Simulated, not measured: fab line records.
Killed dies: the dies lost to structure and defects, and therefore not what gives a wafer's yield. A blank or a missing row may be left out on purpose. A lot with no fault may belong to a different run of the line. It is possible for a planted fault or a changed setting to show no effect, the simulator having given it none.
A sampling plan put to the test || flow n5-finfet || one fab line, 48 faults that these records tell of, each judged on the records of the lots that it struck
The plan consists of the line's own looks: route steps at which the wafer is read by a gauge or an inspection but not changed. A look is open to judgement when struck wafers have a number at it and the file gives its usual mean and standard deviation on fault-free wafers. Caught: a look later than the fault's first step finds the struck wafers' mean 4 or more of those standard deviations (sigma) from the usual mean. On the tool: here the same test is run on the tool's own readings at the fault's steps. It also counts as caught if the struck wafers ran another recipe or if their record alone is blank.

## THE FAULTS, as the simulator had put them in
1. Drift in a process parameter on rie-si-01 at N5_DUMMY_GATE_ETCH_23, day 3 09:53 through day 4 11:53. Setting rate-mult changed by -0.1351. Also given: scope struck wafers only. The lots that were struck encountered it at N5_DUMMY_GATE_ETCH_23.
2. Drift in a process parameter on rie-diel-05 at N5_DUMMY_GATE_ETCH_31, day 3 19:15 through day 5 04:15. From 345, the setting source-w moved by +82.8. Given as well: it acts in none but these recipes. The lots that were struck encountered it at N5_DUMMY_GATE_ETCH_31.
3. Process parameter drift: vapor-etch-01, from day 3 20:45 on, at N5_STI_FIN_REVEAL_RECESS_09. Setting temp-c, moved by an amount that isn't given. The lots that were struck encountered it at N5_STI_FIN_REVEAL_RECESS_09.
4. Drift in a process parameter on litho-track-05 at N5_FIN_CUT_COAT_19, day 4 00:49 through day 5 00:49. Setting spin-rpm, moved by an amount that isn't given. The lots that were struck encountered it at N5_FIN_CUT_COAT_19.
5. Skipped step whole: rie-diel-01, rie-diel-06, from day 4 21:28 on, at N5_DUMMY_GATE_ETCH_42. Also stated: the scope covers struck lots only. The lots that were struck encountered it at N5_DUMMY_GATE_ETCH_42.
6. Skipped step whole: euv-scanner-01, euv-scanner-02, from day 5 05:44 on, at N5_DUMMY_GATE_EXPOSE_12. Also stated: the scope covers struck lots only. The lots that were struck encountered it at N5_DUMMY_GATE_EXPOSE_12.
7. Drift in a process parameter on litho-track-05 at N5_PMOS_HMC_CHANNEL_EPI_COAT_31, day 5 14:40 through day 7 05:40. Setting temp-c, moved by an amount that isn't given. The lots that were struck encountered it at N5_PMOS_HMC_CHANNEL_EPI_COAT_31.
8. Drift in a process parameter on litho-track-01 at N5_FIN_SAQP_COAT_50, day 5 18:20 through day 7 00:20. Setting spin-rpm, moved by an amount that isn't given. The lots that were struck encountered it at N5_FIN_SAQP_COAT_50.
9. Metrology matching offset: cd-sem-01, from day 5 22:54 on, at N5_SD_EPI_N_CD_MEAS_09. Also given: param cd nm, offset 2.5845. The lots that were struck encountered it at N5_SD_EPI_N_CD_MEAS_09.
10. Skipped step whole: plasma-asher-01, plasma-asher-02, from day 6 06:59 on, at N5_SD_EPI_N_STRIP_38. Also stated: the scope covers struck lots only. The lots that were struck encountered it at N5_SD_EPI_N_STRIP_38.
11. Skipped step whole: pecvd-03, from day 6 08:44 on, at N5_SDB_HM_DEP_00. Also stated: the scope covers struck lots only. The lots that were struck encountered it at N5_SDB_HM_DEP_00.
12. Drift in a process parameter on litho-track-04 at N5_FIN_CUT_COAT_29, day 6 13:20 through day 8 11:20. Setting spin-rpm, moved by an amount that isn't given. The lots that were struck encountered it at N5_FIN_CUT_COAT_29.
13. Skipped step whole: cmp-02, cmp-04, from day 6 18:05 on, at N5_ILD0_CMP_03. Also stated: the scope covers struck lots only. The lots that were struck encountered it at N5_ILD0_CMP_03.
14. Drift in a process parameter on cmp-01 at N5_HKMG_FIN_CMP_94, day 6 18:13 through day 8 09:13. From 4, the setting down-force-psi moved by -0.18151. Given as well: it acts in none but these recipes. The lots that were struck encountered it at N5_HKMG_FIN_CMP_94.
15. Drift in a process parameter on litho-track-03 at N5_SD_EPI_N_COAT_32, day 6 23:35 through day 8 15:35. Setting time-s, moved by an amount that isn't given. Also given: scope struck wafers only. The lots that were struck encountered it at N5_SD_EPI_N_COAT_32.
16. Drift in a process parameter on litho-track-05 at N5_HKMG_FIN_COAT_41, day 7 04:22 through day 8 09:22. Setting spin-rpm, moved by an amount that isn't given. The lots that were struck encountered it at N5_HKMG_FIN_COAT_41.
17. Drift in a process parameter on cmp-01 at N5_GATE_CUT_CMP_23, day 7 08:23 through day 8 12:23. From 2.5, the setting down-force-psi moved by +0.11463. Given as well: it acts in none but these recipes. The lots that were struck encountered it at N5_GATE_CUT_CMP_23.
18. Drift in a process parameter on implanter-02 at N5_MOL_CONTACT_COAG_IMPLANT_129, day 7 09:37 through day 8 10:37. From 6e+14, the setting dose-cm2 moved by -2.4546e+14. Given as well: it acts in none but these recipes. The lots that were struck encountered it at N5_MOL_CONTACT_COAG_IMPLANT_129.
19. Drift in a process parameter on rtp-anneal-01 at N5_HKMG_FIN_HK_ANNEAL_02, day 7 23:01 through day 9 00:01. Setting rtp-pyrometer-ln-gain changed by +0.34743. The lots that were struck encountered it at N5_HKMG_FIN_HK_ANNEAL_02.
20. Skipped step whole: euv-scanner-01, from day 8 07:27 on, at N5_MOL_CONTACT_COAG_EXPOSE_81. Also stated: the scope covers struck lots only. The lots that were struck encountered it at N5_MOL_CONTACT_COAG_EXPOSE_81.
21. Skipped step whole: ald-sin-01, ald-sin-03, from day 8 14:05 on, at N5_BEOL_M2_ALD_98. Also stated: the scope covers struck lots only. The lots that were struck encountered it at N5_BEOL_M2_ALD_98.
22. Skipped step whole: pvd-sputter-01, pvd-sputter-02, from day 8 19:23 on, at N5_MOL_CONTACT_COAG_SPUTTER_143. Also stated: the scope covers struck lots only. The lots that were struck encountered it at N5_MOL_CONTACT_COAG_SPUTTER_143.
23. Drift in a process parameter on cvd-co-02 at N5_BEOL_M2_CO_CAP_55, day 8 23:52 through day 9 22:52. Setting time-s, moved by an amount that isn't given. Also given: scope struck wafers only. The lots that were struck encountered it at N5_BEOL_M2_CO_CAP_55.
24. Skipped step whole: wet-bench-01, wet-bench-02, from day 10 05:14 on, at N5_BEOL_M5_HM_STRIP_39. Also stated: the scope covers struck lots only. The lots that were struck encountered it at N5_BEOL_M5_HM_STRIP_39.
25. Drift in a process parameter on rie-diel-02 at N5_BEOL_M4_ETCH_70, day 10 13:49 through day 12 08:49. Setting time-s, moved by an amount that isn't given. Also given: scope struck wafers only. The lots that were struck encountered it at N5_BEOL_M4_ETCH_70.
26. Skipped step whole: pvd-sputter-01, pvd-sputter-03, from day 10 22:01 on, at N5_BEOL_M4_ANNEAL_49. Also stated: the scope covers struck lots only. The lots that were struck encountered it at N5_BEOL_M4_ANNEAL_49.
27. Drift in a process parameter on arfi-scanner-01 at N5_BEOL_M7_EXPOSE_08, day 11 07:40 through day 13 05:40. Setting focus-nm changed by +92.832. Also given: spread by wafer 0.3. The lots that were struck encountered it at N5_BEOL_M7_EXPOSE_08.
28. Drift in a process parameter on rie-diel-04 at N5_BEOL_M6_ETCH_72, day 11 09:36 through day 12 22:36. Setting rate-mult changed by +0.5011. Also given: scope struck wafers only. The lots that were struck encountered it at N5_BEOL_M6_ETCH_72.
29. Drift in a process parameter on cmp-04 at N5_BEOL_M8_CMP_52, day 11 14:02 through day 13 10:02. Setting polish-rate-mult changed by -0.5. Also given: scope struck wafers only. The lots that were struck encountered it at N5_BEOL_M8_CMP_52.
30. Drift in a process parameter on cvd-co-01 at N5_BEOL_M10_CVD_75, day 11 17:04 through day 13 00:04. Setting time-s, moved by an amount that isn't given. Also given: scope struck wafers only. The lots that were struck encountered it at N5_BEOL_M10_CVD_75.
31. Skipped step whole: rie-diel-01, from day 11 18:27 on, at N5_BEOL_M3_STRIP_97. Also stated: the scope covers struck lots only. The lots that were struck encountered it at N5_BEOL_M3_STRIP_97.
32. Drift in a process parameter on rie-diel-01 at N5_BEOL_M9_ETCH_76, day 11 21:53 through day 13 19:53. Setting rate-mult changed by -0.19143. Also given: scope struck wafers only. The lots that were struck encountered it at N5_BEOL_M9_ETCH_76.
33. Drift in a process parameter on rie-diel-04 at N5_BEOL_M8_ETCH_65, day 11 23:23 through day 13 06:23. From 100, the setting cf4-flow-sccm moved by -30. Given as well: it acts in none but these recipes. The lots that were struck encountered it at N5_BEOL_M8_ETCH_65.
34. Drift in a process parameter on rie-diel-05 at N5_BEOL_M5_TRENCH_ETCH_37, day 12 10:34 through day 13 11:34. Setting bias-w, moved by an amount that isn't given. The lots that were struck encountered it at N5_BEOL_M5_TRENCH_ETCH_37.
35. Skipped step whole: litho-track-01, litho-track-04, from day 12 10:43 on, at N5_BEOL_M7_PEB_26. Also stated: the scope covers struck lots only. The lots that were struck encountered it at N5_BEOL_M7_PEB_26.
36. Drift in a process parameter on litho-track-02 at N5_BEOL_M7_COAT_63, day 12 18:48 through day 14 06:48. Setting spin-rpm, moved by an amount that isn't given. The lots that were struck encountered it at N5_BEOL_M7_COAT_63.
37. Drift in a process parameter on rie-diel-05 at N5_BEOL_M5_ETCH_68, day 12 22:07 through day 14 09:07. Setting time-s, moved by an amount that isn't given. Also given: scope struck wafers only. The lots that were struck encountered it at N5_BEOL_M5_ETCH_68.
38. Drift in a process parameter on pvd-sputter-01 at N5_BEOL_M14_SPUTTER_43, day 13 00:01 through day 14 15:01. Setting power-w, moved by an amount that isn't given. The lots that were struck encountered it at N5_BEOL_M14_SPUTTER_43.
39. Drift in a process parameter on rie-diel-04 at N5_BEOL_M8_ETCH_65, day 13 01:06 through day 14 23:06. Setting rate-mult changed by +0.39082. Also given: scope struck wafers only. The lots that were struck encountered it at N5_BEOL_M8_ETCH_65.
40. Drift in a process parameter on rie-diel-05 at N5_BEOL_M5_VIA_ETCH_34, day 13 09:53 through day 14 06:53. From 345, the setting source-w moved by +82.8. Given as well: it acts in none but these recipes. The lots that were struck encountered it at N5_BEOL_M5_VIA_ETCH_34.
41. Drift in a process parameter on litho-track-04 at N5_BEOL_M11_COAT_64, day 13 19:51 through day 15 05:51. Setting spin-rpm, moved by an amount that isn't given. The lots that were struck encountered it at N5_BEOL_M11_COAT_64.
42. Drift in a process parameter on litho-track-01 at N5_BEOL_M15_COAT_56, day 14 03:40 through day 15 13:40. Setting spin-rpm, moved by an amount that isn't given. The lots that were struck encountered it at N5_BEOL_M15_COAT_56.
43. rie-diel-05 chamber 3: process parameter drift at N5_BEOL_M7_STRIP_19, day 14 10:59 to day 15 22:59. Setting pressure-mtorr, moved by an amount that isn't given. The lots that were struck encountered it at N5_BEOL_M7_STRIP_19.
44. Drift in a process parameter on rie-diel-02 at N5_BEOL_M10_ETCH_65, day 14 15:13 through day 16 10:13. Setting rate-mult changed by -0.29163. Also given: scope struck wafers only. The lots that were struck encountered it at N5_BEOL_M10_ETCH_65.
45. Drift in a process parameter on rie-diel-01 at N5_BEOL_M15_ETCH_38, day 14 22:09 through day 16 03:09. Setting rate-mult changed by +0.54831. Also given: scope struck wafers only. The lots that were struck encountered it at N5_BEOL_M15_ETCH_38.
46. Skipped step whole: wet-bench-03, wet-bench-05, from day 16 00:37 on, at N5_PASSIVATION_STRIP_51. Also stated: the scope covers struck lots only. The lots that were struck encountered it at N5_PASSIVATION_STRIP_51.
47. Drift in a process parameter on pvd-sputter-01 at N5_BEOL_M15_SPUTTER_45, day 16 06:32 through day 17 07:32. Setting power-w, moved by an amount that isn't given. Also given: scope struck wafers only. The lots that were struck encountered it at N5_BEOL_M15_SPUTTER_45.
48. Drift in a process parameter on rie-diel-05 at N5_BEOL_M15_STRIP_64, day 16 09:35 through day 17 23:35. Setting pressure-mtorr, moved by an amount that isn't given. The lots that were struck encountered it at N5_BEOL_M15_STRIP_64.

## WHAT THE PLAN SAW
{"fault": 1, "on the tool itself": "only faintly: oes-product-au -3.9 sigma", "first look that catches it": "not the one look that can be judged after it", "reading, sigma": "-", "median hours from its first step to that look": "-", "hours from the fault's start to the first struck lot there": "-", "judged looks passed uncaught": 1}
{"fault": 2, "on the tool itself": "rf-fwd-power-W +48 sigma", "first look that catches it": "not the one look that can be judged after it", "reading, sigma": "-", "median hours from its first step to that look": "-", "hours from the fault's start to the first struck lot there": "-", "judged looks passed uncaught": 1}
{"fault": 3, "on the tool itself": "temp-c -12 sigma", "first look that catches it": "no look after it can be judged", "reading, sigma": "-", "median hours from its first step to that look": "-", "hours from the fault's start to the first struck lot there": "-", "judged looks passed uncaught": 0}
{"fault": 4, "on the tool itself": "spin-speed-rpm +99 or beyond sigma", "first look that catches it": "not the one look that can be judged after it", "reading, sigma": "-", "median hours from its first step to that look": "-", "hours from the fault's start to the first struck lot there": "-", "judged looks passed uncaught": 1}
{"fault": 5, "on the tool itself": "the tool's record is blank for the struck wafers", "first look that catches it": "not the one look that can be judged after it", "reading, sigma": "-", "median hours from its first step to that look": "-", "hours from the fault's start to the first struck lot there": "-", "judged looks passed uncaught": 1}
{"fault": 6, "on the tool itself": "no reading that can be judged", "first look that catches it": "no look after it can be judged", "reading, sigma": "-", "median hours from its first step to that look": "-", "hours from the fault's start to the first struck lot there": "-", "judged looks passed uncaught": 0}
{"fault": 7, "on the tool itself": "plate-temp-C +74 sigma", "first look that catches it": "not the one look that can be judged after it", "reading, sigma": "-", "median hours from its first step to that look": "-", "hours from the fault's start to the first struck lot there": "-", "judged looks passed uncaught": 1}
{"fault": 8, "on the tool itself": "spin-speed-rpm -67 sigma", "first look that catches it": "not the one look that can be judged after it", "reading, sigma": "-", "median hours from its first step to that look": "-", "hours from the fault's start to the first struck lot there": "-", "judged looks passed uncaught": 1}
{"fault": 9, "on the tool itself": "cd-nm +4.0 sigma", "first look that catches it": "none of the 2 looks that can be judged after it", "reading, sigma": "-", "median hours from its first step to that look": "-", "hours from the fault's start to the first struck lot there": "-", "judged looks passed uncaught": 2}
{"fault": 10, "on the tool itself": "the tool's record is blank for the struck wafers", "first look that catches it": "not the one look that can be judged after it", "reading, sigma": "-", "median hours from its first step to that look": "-", "hours from the fault's start to the first struck lot there": "-", "judged looks passed uncaught": 1}
{"fault": 11, "on the tool itself": "the tool's record is blank for the struck wafers", "first look that catches it": "no look after it can be judged", "reading, sigma": "-", "median hours from its first step to that look": "-", "hours from the fault's start to the first struck lot there": "-", "judged looks passed uncaught": 0}
{"fault": 12, "on the tool itself": "spin-speed-rpm +58 sigma", "first look that catches it": "not the one look that can be judged after it", "reading, sigma": "-", "median hours from its first step to that look": "-", "hours from the fault's start to the first struck lot there": "-", "judged looks passed uncaught": 1}
{"fault": 13, "on the tool itself": "the tool's record is blank for the struck wafers", "first look that catches it": "no look after it can be judged", "reading, sigma": "-", "median hours from its first step to that look": "-", "hours from the fault's start to the first struck lot there": "-", "judged looks passed uncaught": 0}
{"fault": 14, "on the tool itself": "head-pressure-psi -17 sigma", "first look that catches it": "not the one look that can be judged after it", "reading, sigma": "-", "median hours from its first step to that look": "-", "hours from the fault's start to the first struck lot there": "-", "judged looks passed uncaught": 1}
{"fault": 15, "on the tool itself": "run-length-s -83 sigma", "first look that catches it": "none of the 2 looks that can be judged after it", "reading, sigma": "-", "median hours from its first step to that look": "-", "hours from the fault's start to the first struck lot there": "-", "judged looks passed uncaught": 2}
{"fault": 16, "on the tool itself": "spin-speed-rpm -66 sigma", "first look that catches it": "none of the 2 looks that can be judged after it", "reading, sigma": "-", "median hours from its first step to that look": "-", "hours from the fault's start to the first struck lot there": "-", "judged looks passed uncaught": 2}
{"fault": 17, "on the tool itself": "head-pressure-psi +21 sigma", "first look that catches it": "not the one look that can be judged after it", "reading, sigma": "-", "median hours from its first step to that look": "-", "hours from the fault's start to the first struck lot there": "-", "judged looks passed uncaught": 1}
{"fault": 18, "on the tool itself": "dose-ions-cm2 -99 or beyond sigma", "first look that catches it": "not the one look that can be judged after it", "reading, sigma": "-", "median hours from its first step to that look": "-", "hours from the fault's start to the first struck lot there": "-", "judged looks passed uncaught": 1}
{"fault": 19, "on the tool itself": "lamp_zone_5_pct -65 sigma", "first look that catches it": "not the one look that can be judged after it", "reading, sigma": "-", "median hours from its first step to that look": "-", "hours from the fault's start to the first struck lot there": "-", "judged looks passed uncaught": 1}
{"fault": 20, "on the tool itself": "no reading that can be judged", "first look that catches it": "no look after it can be judged", "reading, sigma": "-", "median hours from its first step to that look": "-", "hours from the fault's start to the first struck lot there": "-", "judged looks passed uncaught": 0}
{"fault": 21, "on the tool itself": "the tool's record is blank for the struck wafers", "first look that catches it": "not the one look that can be judged after it", "reading, sigma": "-", "median hours from its first step to that look": "-", "hours from the fault's start to the first struck lot there": "-", "judged looks passed uncaught": 1}
{"fault": 22, "on the tool itself": "the tool's record is blank for the struck wafers", "first look that catches it": "not the one look that can be judged after it", "reading, sigma": "-", "median hours from its first step to that look": "-", "hours from the fault's start to the first struck lot there": "-", "judged looks passed uncaught": 1}
{"fault": 23, "on the tool itself": "run-length-s -92 sigma", "first look that catches it": "not the one look that can be judged after it", "reading, sigma": "-", "median hours from its first step to that look": "-", "hours from the fault's start to the first struck lot there": "-", "judged looks passed uncaught": 1}
{"fault": 24, "on the tool itself": "the tool's record is blank for the struck wafers", "first look that catches it": "no look after it can be judged", "reading, sigma": "-", "median hours from its first step to that look": "-", "hours from the fault's start to the first struck lot there": "-", "judged looks passed uncaught": 0}
{"fault": 25, "on the tool itself": "run-length-s +18 sigma", "first look that catches it": "not the one look that can be judged after it", "reading, sigma": "-", "median hours from its first step to that look": "-", "hours from the fault's start to the first struck lot there": "-", "judged looks passed uncaught": 1}
{"fault": 26, "on the tool itself": "the tool's record is blank for the struck wafers", "first look that catches it": "not the one look that can be judged after it", "reading, sigma": "-", "median hours from its first step to that look": "-", "hours from the fault's start to the first struck lot there": "-", "judged looks passed uncaught": 1}
{"fault": 27, "on the tool itself": "exposure-dose-mJ-cm2 +7.0 sigma", "first look that catches it": "no look after it can be judged", "reading, sigma": "-", "median hours from its first step to that look": "-", "hours from the fault's start to the first struck lot there": "-", "judged looks passed uncaught": 0}
{"fault": 28, "on the tool itself": "etch-rf-on-time-s -17 sigma", "first look that catches it": "no look after it can be judged", "reading, sigma": "-", "median hours from its first step to that look": "-", "hours from the fault's start to the first struck lot there": "-", "judged looks passed uncaught": 0}
{"fault": 29, "on the tool itself": "overpolish-run-s -99 or beyond sigma", "first look that catches it": "N5_BEOL_M8_THK_MEAS_53", "reading, sigma": "M8_THK +66", "median hours from its first step to that look": 0.3, "hours from the fault's start to the first struck lot there": 6, "judged looks passed uncaught": 0}
{"fault": 30, "on the tool itself": "run-length-s -99 or beyond sigma", "first look that catches it": "no look after it can be judged", "reading, sigma": "-", "median hours from its first step to that look": "-", "hours from the fault's start to the first struck lot there": "-", "judged looks passed uncaught": 0}
{"fault": 31, "on the tool itself": "the tool's record is blank for the struck wafers", "first look that catches it": "not the one look that can be judged after it", "reading, sigma": "-", "median hours from its first step to that look": "-", "hours from the fault's start to the first struck lot there": "-", "judged looks passed uncaught": 1}
{"fault": 32, "on the tool itself": "etch-rf-on-time-s +9.3 sigma", "first look that catches it": "no look after it can be judged", "reading, sigma": "-", "median hours from its first step to that look": "-", "hours from the fault's start to the first struck lot there": "-", "judged looks passed uncaught": 0}
{"fault": 33, "on the tool itself": "cf4-flow-sccm -99 or beyond sigma", "first look that catches it": "no look after it can be judged", "reading, sigma": "-", "median hours from its first step to that look": "-", "hours from the fault's start to the first struck lot there": "-", "judged looks passed uncaught": 0}
{"fault": 34, "on the tool itself": "bias-w +21 sigma", "first look that catches it": "no look after it can be judged", "reading, sigma": "-", "median hours from its first step to that look": "-", "hours from the fault's start to the first struck lot there": "-", "judged looks passed uncaught": 0}
{"fault": 35, "on the tool itself": "the tool's record is blank for the struck wafers", "first look that catches it": "no look after it can be judged", "reading, sigma": "-", "median hours from its first step to that look": "-", "hours from the fault's start to the first struck lot there": "-", "judged looks passed uncaught": 0}
{"fault": 36, "on the tool itself": "spin-speed-rpm +99 or beyond sigma", "first look that catches it": "not the one look that can be judged after it", "reading, sigma": "-", "median hours from its first step to that look": "-", "hours from the fault's start to the first struck lot there": "-", "judged looks passed uncaught": 1}
{"fault": 37, "on the tool itself": "run-length-s -29 sigma", "first look that catches it": "no look after it can be judged", "reading, sigma": "-", "median hours from its first step to that look": "-", "hours from the fault's start to the first struck lot there": "-", "judged looks passed uncaught": 0}
{"fault": 38, "on the tool itself": "cathode-dc-power-W -99 or beyond sigma", "first look that catches it": "not the one look that can be judged after it", "reading, sigma": "-", "median hours from its first step to that look": "-", "hours from the fault's start to the first struck lot there": "-", "judged looks passed uncaught": 1}
{"fault": 39, "on the tool itself": "etch-rf-on-time-s -15 sigma", "first look that catches it": "no look after it can be judged", "reading, sigma": "-", "median hours from its first step to that look": "-", "hours from the fault's start to the first struck lot there": "-", "judged looks passed uncaught": 0}
{"fault": 40, "on the tool itself": "rf-fwd-power-W +46 sigma", "first look that catches it": "no look after it can be judged", "reading, sigma": "-", "median hours from its first step to that look": "-", "hours from the fault's start to the first struck lot there": "-", "judged looks passed uncaught": 0}
{"fault": 41, "on the tool itself": "spin-speed-rpm +99 or beyond sigma", "first look that catches it": "no look after it can be judged", "reading, sigma": "-", "median hours from its first step to that look": "-", "hours from the fault's start to the first struck lot there": "-", "judged looks passed uncaught": 0}
{"fault": 42, "on the tool itself": "spin-speed-rpm -56 sigma", "first look that catches it": "no look after it can be judged", "reading, sigma": "-", "median hours from its first step to that look": "-", "hours from the fault's start to the first struck lot there": "-", "judged looks passed uncaught": 0}
{"fault": 43, "on the tool itself": "chamber-pressure-mTorr -99 or beyond sigma", "first look that catches it": "not the one look that can be judged after it", "reading, sigma": "-", "median hours from its first step to that look": "-", "hours from the fault's start to the first struck lot there": "-", "judged looks passed uncaught": 1}
{"fault": 44, "on the tool itself": "etch-rf-on-time-s +22 sigma", "first look that catches it": "no look after it can be judged", "reading, sigma": "-", "median hours from its first step to that look": "-", "hours from the fault's start to the first struck lot there": "-", "judged looks passed uncaught": 0}
{"fault": 45, "on the tool itself": "only faintly: oes-product-au +3.5 sigma", "first look that catches it": "no look after it can be judged", "reading, sigma": "-", "median hours from its first step to that look": "-", "hours from the fault's start to the first struck lot there": "-", "judged looks passed uncaught": 0}
{"fault": 46, "on the tool itself": "the tool's record is blank for the struck wafers", "first look that catches it": "no look after it can be judged", "reading, sigma": "-", "median hours from its first step to that look": "-", "hours from the fault's start to the first struck lot there": "-", "judged looks passed uncaught": 0}
{"fault": 47, "on the tool itself": "cathode-dc-power-W -99 or beyond sigma", "first look that catches it": "no look after it can be judged", "reading, sigma": "-", "median hours from its first step to that look": "-", "hours from the fault's start to the first struck lot there": "-", "judged looks passed uncaught": 0}
{"fault": 48, "on the tool itself": "chamber-pressure-mTorr -99 or beyond sigma", "first look that catches it": "no look after it can be judged", "reading, sigma": "-", "median hours from its first step to that look": "-", "hours from the fault's start to the first struck lot there": "-", "judged looks passed uncaught": 0}
A dash: the fault isn't caught, or these records don't give the number.

Caught at a look: 1 of 48. Caught on the tool: 44 of 48. By one or the other: 44 of 48.
On the tool alone, faults 2, 3, 4, 5, 7, 8, 9, 10, 11, 12, 13, 14, 15, 16, 17, 18, 19, 21, 22, 23, 24, 25, 26, 27, 28, 30, 31, 32, 33, 34, 35, 36, 37, 38, 39, 40, 41, 42, 43, 44, 46, 47, 48 were caught.
Caught by neither: faults 1, 6, 20, 45.

## THINNER SAMPLING
Were the look that catches a fault to measure just every second or every third lot (counted by lot number), the first struck lot would, at worst, be measured this late:
{"fault": 29, "struck lots at that look, in order of time": "L221", "every lot": "6 h", "every second lot": "may miss it", "every third lot": "may miss it"}
Hours are from the fault's start to the first struck lot that is measured. The limit of 4 sigma was tested on all struck wafers together, so one lot alone may lie under it. Other struck lots may not be in these records.

## THE LONGEST TIMED WAY FROM STEP TO LOOK
Fault 29: median gap of 0.3 hours between N5_BEOL_M8_CMP_52 and N5_BEOL_M8_THK_MEAS_53. No look between them can be judged.
